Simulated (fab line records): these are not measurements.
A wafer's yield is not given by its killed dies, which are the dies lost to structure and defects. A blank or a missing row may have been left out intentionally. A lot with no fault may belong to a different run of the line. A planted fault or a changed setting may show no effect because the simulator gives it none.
Which tool was responsible? | flow n5_finfet | 24 lots, 72 wafers sampled, at 5 steps of a route of 1938

## WHAT THE GAUGES SHOWED, per wafer
N5_BEOL_M2_INSPECT_13: inspects for defects (brightfield). Usual: raw_defect_count at 358, with a standard deviation of 80.
lot  | measured     | on                | raw_defect_count | flag
L074 | day 6 16:56  | defect_inspect-01 | 315 347 277      |
L075 | day 6 18:32  | defect_inspect-02 | 276 301 304      |
L076 | day 7 03:08  | defect_inspect-02 | 494 314 374      |
L077 | day 7 20:11  | defect_inspect-02 | 264 282 220      |
L078 | day 8 01:46  | defect_inspect-02 | 320 280 321      |
L079 | day 8 07:41  | defect_inspect-02 | 258 309 271      |
L080 | day 8 07:51  | defect_inspect-01 | 479 303 548      |
L081 | day 8 11:05  | defect_inspect-01 | 463 331 298      |
L082 | day 8 14:14  | defect_inspect-01 | 293 402 341      |
L083 | day 8 15:07  | defect_inspect-01 | 322 461 471      |
L084 | day 9 13:40  | defect_inspect-02 | 559 513 507      |
L085 | day 9 16:50  | defect_inspect-01 | 323 339 281      |
L086 | day 9 17:12  | defect_inspect-02 | 317 403 354      |
L087 | day 10 05:19 | defect_inspect-01 | 282 311 346      |
L088 | day 10 05:27 | defect_inspect-02 | 409 374 328      |
L089 | day 10 12:20 | defect_inspect-01 | 297 364 299      |
L090 | day 10 12:30 | defect_inspect-01 | 244 318 288      |
L091 | day 11 00:27 | defect_inspect-02 | 484 541 434      |
L092 | day 11 03:58 | defect_inspect-02 | 275 418 480      |
L093 | day 11 05:11 | defect_inspect-02 | 467 454 552      |
L094 | day 12 02:39 | defect_inspect-02 | 378 304 442      |
L095 | day 12 02:57 | defect_inspect-01 | 524 416 324      |
L096 | day 12 05:29 | defect_inspect-02 | 333 385 235      |
L097 | day 12 13:37 | defect_inspect-02 | 267 331 373      |

N5_BEOL_M2_CD_MEAS_18: pitch 36 nm, target cd 18 nm. Usual: cd_nm at 17.9 nm, with a standard deviation of 0.41.
lot  | measured     | on        | cd_nm (nm)     | flag
L074 | day 6 17:25  | cd_sem-01 | 17.5 17.5 17.6 |
L075 | day 6 19:01  | cd_sem-01 | 18.6 18.0 17.6 |
L076 | day 7 03:36  | cd_sem-03 | 17.8 17.9 18.4 |
L077 | day 7 20:40  | cd_sem-03 | 18.2 17.8 17.5 |
L078 | day 8 02:14  | cd_sem-02 | 18.0 18.7 17.5 |
L079 | day 8 08:09  | cd_sem-01 | 17.7 18.3 18.1 |
L080 | day 8 08:32  | cd_sem-01 | 18.5 17.8 18.2 |
L081 | day 8 12:02  | cd_sem-03 | 17.5 17.8 17.5 |
L082 | day 8 14:55  | cd_sem-02 | 18.7 17.7 18.1 |
L083 | day 8 15:35  | cd_sem-01 | 18.3 18.1 17.4 |
L084 | day 9 14:08  | cd_sem-03 | 17.4 17.5 17.3 |
L085 | day 9 17:24  | cd_sem-01 | 18.6 18.3 18.5 |
L086 | day 9 17:46  | cd_sem-03 | 17.7 17.4 17.7 |
L087 | day 10 06:07 | cd_sem-01 | 17.9 18.6 19.3 |
L088 | day 10 06:14 | cd_sem-03 | 17.7 17.5 17.5 |
L089 | day 10 12:52 | cd_sem-02 | 18.1 17.7 18.3 |
L090 | day 10 12:58 | cd_sem-03 | 18.0 18.7 18.3 |
L091 | day 11 00:57 | cd_sem-02 | 18.2 17.8 18.2 |
L092 | day 11 04:32 | cd_sem-02 | 17.5 18.6 17.8 |
L093 | day 11 05:40 | cd_sem-01 | 17.5 18.3 17.6 |
L094 | day 12 03:22 | cd_sem-01 | 17.9 18.5 18.0 |
L095 | day 12 03:26 | cd_sem-02 | 17.7 17.1 17.5 |
L096 | day 12 05:58 | cd_sem-03 | 17.7 18.2 18.9 |
L097 | day 12 14:05 | cd_sem-03 | 18.4 18.0 17.7 |

N5_BEOL_M2_OCD_MEAS_38. Usual: trench_depth_nm at 55.6 nm, with a standard deviation of 1.
lot  | measured     | on     | trench_depth_nm (nm) | flag
L074 | day 6 19:30  | ocd-02 | 56.0 55.1 54.8       |
L075 | day 6 22:41  | ocd-02 | 54.2 56.5 54.7       |
L076 | day 7 18:05  | ocd-01 | 56.2 55.0 55.3       |
L077 | day 8 01:08  | ocd-01 | 55.7 56.5 56.4       |
L078 | day 8 04:10  | ocd-02 | 55.5 55.6 55.5       |
L079 | day 8 10:34  | ocd-02 | 57.3 55.4 53.7       |
L080 | day 8 10:33  | ocd-01 | 54.9 55.5 56.2       |
L081 | day 8 17:09  | ocd-01 | 55.2 55.2 53.9       |
L082 | day 8 22:07  | ocd-02 | 57.6 53.5 54.5       |
L083 | day 8 22:14  | ocd-01 | 57.4 55.2 53.9       |
L084 | day 9 16:32  | ocd-01 | 54.7 53.4 56.7       |
L085 | day 10 00:38 | ocd-02 | 53.5 54.8 57.3       |
L086 | day 10 00:39 | ocd-01 | 56.3 55.6 56.5       |
L087 | day 10 14:12 | ocd-02 | 55.1 54.2 56.3       |
L088 | day 10 14:16 | ocd-02 | 57.1 56.0 55.4       |
L089 | day 10 18:26 | ocd-02 | 55.3 56.4 55.4       |
L090 | day 10 18:26 | ocd-01 | 57.3 54.1 57.7       |
L091 | day 11 05:10 | ocd-01 | 56.2 54.0 57.2       |
L092 | day 11 09:53 | ocd-01 | 54.3 56.4 54.4       |
L093 | day 11 12:52 | ocd-01 | 56.4 56.1 55.7       |
L094 | day 12 04:28 | ocd-01 | 57.9 57.0 56.8       |
L095 | day 12 04:40 | ocd-01 | 54.4 54.8 54.9       |
L096 | day 12 12:56 | ocd-02 | 55.1 55.8 57.2       |
L097 | day 12 16:18 | ocd-02 | 56.2 55.6 55.5       |

## WHAT TOOL EACH LOT RAN ON (gives the tool, then ch and the chambers of the sampled wafers, and finally the start)
lot  | N5_BEOL_M2_ETCH_74                 | N5_BEOL_M2_STRIP_97
L074 | rie_diel-02 ch 1,2, day 6 17:01    | rie_diel-05 ch 1,2, day 6 19:30 or earlier
L075 | rie_diel-02 ch 1,2,3, day 6 18:37  | rie_diel-01 ch 0,3, day 6 22:41 or earlier
L076 | rie_diel-01 ch 0,2,3, day 7 03:12  | rie_diel-02 ch 1,2, day 7 18:05 or earlier
L077 | rie_diel-02 ch 1,2, day 7 20:16    | rie_diel-02 ch 0,3, day 8 01:08 or earlier
L078 | rie_diel-02 ch 1,2,3, day 8 01:50  | rie_diel-02 ch 1,3, day 8 04:10 or earlier
L079 | rie_diel-02 ch 0,1,3, day 8 07:45  | rie_diel-05 ch 0,2,3, day 8 10:34 or earlier
L080 | rie_diel-02 ch 0,2,3, day 8 08:01  | rie_diel-02 ch 1,2,3, day 8 10:33 or earlier
L081 | rie_diel-02 ch 1,2,3, day 8 11:26  | rie_diel-02 ch 0,1,2, day 8 17:09 or earlier
L082 | rie_diel-02 ch 1,2,3, day 8 14:25  | rie_diel-05 ch 1,2,3, day 8 22:07 or earlier
L083 | rie_diel-05 ch 0,2,3, day 8 15:11  | rie_diel-01 ch 0,1,2, day 8 22:14 or earlier
L084 | rie_diel-02 ch 0,1,2, day 9 13:44  | rie_diel-01 ch 0,1,2, day 9 16:32 or earlier
L085 | rie_diel-05 ch 1,2,3, day 9 16:55  | rie_diel-01 ch 0,1,2, day 10 00:38 or earlier
L086 | rie_diel-02 ch 1,3, day 9 17:16    | rie_diel-02 ch 1,2,3, day 10 00:39 or earlier
L087 | rie_diel-01 ch 2,3, day 10 05:38   | rie_diel-05 ch 0,1,2, day 10 14:12 or earlier
L088 | rie_diel-02 ch 0,2, day 10 05:50   | rie_diel-02 ch 0,3, day 10 14:16 or earlier
L089 | rie_diel-02 ch 1,2,3, day 10 12:28 | rie_diel-02 ch 0,2, day 10 18:26 or earlier
L090 | rie_diel-01 ch 0,2,3, day 10 12:34 | rie_diel-05 ch 0,1, day 10 18:26 or earlier
L091 | rie_diel-02 ch 0,2,3, day 11 00:31 | rie_diel-05 ch 0,2, day 11 05:10 or earlier
L092 | rie_diel-02 ch 1,2,3, day 11 04:02 | rie_diel-01 ch 0,1,2, day 11 09:53 or earlier
L093 | rie_diel-02 ch 0,1,2, day 11 05:15 | rie_diel-05 ch 1,3, day 11 12:52 or earlier
L094 | rie_diel-05 ch 0,1, day 12 02:58   | rie_diel-01 ch 1,3, day 12 04:28 or earlier
L095 | rie_diel-02 ch 0,1, day 12 03:02   | rie_diel-05 ch 1,2, day 12 04:40 or earlier
L096 | rie_diel-01 ch 0,1,3, day 12 05:34 | rie_diel-05 ch 0,1,3, day 12 12:56 or earlier
L097 | rie_diel-02 ch 0,1,3, day 12 13:41 | rie_diel-02 ch 1,2,3, day 12 16:18 or earlier
- N5_BEOL_M2_ETCH_74: etches underlayer in N2/H2, target depth 6.5 nm, time 5.2 s.
- N5_BEOL_M2_STRIP_97: strips in N2/H2, time 10 s.

## AS READ BY THE TOOLS THEMSELVES (means over the sampled wafers that have a number; for cases with no such wafer, the mark the record gives instead)
N5_BEOL_M2_ETCH_74. Usual: drypump_motor_current_A is 6.0 A with standard deviation 0.48, etch_rf_on_time_s is 5.16 s with standard deviation 0.095, oes_product_au is 0.69 a.u. with standard deviation 0.076, rf_fwd_power_W is 819.3 W with standard deviation 2.8, rf_vpp_V is 525.6 V with standard deviation 2.8, showerhead_plenum_p_Torr is 2.61 Torr with standard deviation 0.085, and throttle_valve_pct is 17.74 % with standard deviation 0.22.
lot  | tool        | drypump_motor_current_A (A) | etch_rf_on_time_s (s) | oes_product_au (a.u.) | rf_fwd_power_W (W) | rf_vpp_V (V) | showerhead_plenum_p_Torr (Torr) | throttle_valve_pct (%) | flag
L074 | rie_diel-02 | 6.2                         | 5.17                  | 0.78                  | 818.1              | 526.0        | 2.67                            | 17.64                  |
L075 | rie_diel-02 | 6.1                         | 5.13                  | 0.78                  | 819.5              | 527.7        | 2.67                            | 17.71                  |
L076 | rie_diel-01 | 5.6                         | 5.19                  | 0.67                  | 818.6              | 522.4        | 2.48                            | 17.74                  |
L077 | rie_diel-02 | 6.0                         | 5.14                  | 0.74                  | 819.4              | 526.2        | 2.62                            | 17.83                  |
L078 | rie_diel-02 | 6.0                         | 5.17                  | 0.76                  | 817.3              | 526.0        | 2.66                            | 17.74                  |
L079 | rie_diel-02 | 6.3                         | 5.20                  | 0.72                  | 818.6              | 527.7        | 2.67                            | 17.57                  |
L080 | rie_diel-02 | 6.0                         | 5.15                  | 0.69                  | 821.6              | 526.5        | 2.63                            | 17.76                  |
L081 | rie_diel-02 | 6.1                         | 5.14                  | 0.75                  | 819.8              | 527.1        | 2.66                            | 17.74                  |
L082 | rie_diel-02 | 6.0                         | 5.20                  | 0.75                  | 818.9              | 526.4        | 2.66                            | 17.74                  |
L083 | rie_diel-05 | 5.8                         | 5.11                  | 0.60                  | 821.6              | 524.1        | 2.54                            | 18.00                  |
L084 | rie_diel-02 | 6.1                         | 5.19                  | 0.68                  | 817.8              | 525.9        | 2.63                            | 17.71                  |
L085 | rie_diel-05 | 6.1                         | 5.13                  | 0.60                  | 817.8              | 523.4        | 2.52                            | 17.87                  |
L086 | rie_diel-02 | 6.3                         | 5.19                  | 0.77                  | 821.5              | 527.9        | 2.70                            | 17.58                  |
L087 | rie_diel-01 | 5.0                         | 5.15                  | 0.67                  | 820.3              | 521.7        | 2.46                            | 17.69                  |
L088 | rie_diel-02 | 6.1                         | 5.14                  | 0.63                  | 819.8              | 525.9        | 2.60                            | 17.73                  |
L089 | rie_diel-02 | 6.1                         | 5.13                  | 0.72                  | 819.0              | 526.4        | 2.65                            | 17.77                  |
L090 | rie_diel-01 | 5.6                         | 5.30                  | 0.63                  | 820.2              | 522.2        | 2.47                            | 17.80                  |
L091 | rie_diel-02 | 6.0                         | 5.07                  | 0.68                  | 820.0              | 525.2        | 2.62                            | 17.80                  |
L092 | rie_diel-02 | 6.0                         | 5.17                  | 0.73                  | 817.9              | 526.7        | 2.65                            | 17.79                  |
L093 | rie_diel-02 | 6.2                         | 5.16                  | 0.67                  | 819.1              | 525.1        | 2.63                            | 17.72                  |
L094 | rie_diel-05 | 5.9                         | 5.09                  | 0.74                  | 817.3              | 522.3        | 2.56                            | 17.72                  |
L095 | rie_diel-02 | 6.4                         | 5.24                  | 0.68                  | 820.7              | 528.1        | 2.67                            | 17.54                  |
L096 | rie_diel-01 | 6.0                         | 5.19                  | 0.66                  | 817.5              | 524.1        | 2.55                            | 17.81                  |
L097 | rie_diel-02 | 6.3                         | 5.15                  | 0.69                  | 817.8              | 527.3        | 2.66                            | 17.63                  |

N5_BEOL_M2_STRIP_97. Usual: drypump_motor_current_A 6.0 A, standard deviation 0.52; oes_product_au 0.79 a.u., standard deviation 0.1; rf_vpp_V 59.3 V, standard deviation 0.83; showerhead_plenum_p_Torr 2.59 Torr, standard deviation 0.085; throttle_valve_pct 23.6 %, standard deviation 0.31.
lot  | tool        | drypump_motor_current_A (A) | oes_product_au (a.u.) | rf_vpp_V (V) | showerhead_plenum_p_Torr (Torr) | throttle_valve_pct (%) | flag
L074 | rie_diel-05 | 6.2                         | 0.73                  | 59.3         | 2.56                            | 23.5                   |
L075 | rie_diel-01 | 6.2                         | 0.78                  | 58.4         | 2.51                            | 23.4                   |
L076 | rie_diel-02 | 6.3                         | 0.89                  | 59.9         | 2.67                            | 23.5                   |
L077 | rie_diel-02 | 6.1                         | 0.84                  | 59.1         | 2.67                            | 23.4                   |
L078 | rie_diel-02 | 6.3                         | 0.93                  | 59.5         | 2.70                            | 23.3                   |
L079 | rie_diel-05 | 5.8                         | 0.70                  | 58.3         | 2.54                            | 23.8                   |
L080 | rie_diel-02 | 6.1                         | 0.88                  | 59.6         | 2.66                            | 23.6                   |
L081 | rie_diel-02 | 6.1                         | 0.80                  | 59.8         | 2.63                            | 23.5                   |
L082 | rie_diel-05 | 6.1                         | 0.72                  | 59.6         | 2.52                            | 23.7                   |
L083 | rie_diel-01 | 5.9                         | 0.75                  | 58.9         | 2.54                            | 23.7                   |
L084 | rie_diel-01 | 6.0                         | 0.74                  | 58.7         | 2.53                            | 23.8                   |
L085 | rie_diel-01 | 6.0                         | 0.74                  | 59.0         | 2.53                            | 23.8                   |
L086 | rie_diel-02 | 6.1                         | 0.86                  | 59.7         | 2.65                            | 23.6                   |
L087 | rie_diel-05 | 5.9                         | 0.80                  | 59.8         | 2.57                            | 23.7                   |
L088 | rie_diel-02 | 6.2                         | 0.77                  | 59.6         | 2.63                            | 23.4                   |
L089 | rie_diel-02 | 6.1                         | 0.72                  | 59.4         | 2.60                            | 23.6                   |
L090 | rie_diel-05 | 5.9                         | 0.89                  | 59.4         | 2.56                            | 23.5                   |
L091 | rie_diel-05 | 5.6                         | 0.88                  | 59.9         | 2.59                            | 23.8                   |
L092 | rie_diel-01 | 6.0                         | 0.73                  | 58.9         | 2.53                            | 23.8                   |
L093 | rie_diel-05 | 6.3                         | 0.89                  | 59.0         | 2.64                            | 23.4                   |
L094 | rie_diel-01 | 5.5                         | 0.80                  | 58.7         | 2.53                            | 23.5                   |
L095 | rie_diel-05 | 6.2                         | 0.69                  | 58.9         | 2.54                            | 23.6                   |
L096 | rie_diel-05 | 6.1                         | 0.85                  | 59.2         | 2.60                            | 23.5                   |
L097 | rie_diel-02 | 6.1                         | 0.83                  | 60.1         | 2.64                            | 23.6                   |

## THE ANSWER, worked out from the rows above alone
Rule: a lot counts as off when the mean over its wafers that have a number is more than 3 standard deviations away from the usual mean. Also off: a lot with no number at a reading for which 4 or more lots have one. Any other lot the step has rows for is counted as sound. First the gauges in route order, then the tools' own readings, where a lot's mean is used as printed above. At the first step where some lot is off, the reading lying furthest off is the one used; lots without a number count as furthest.
No lot is off on any of the readings shown, so nothing can be concluded from this.

## WHAT THE SIMULATOR HAD INSERTED
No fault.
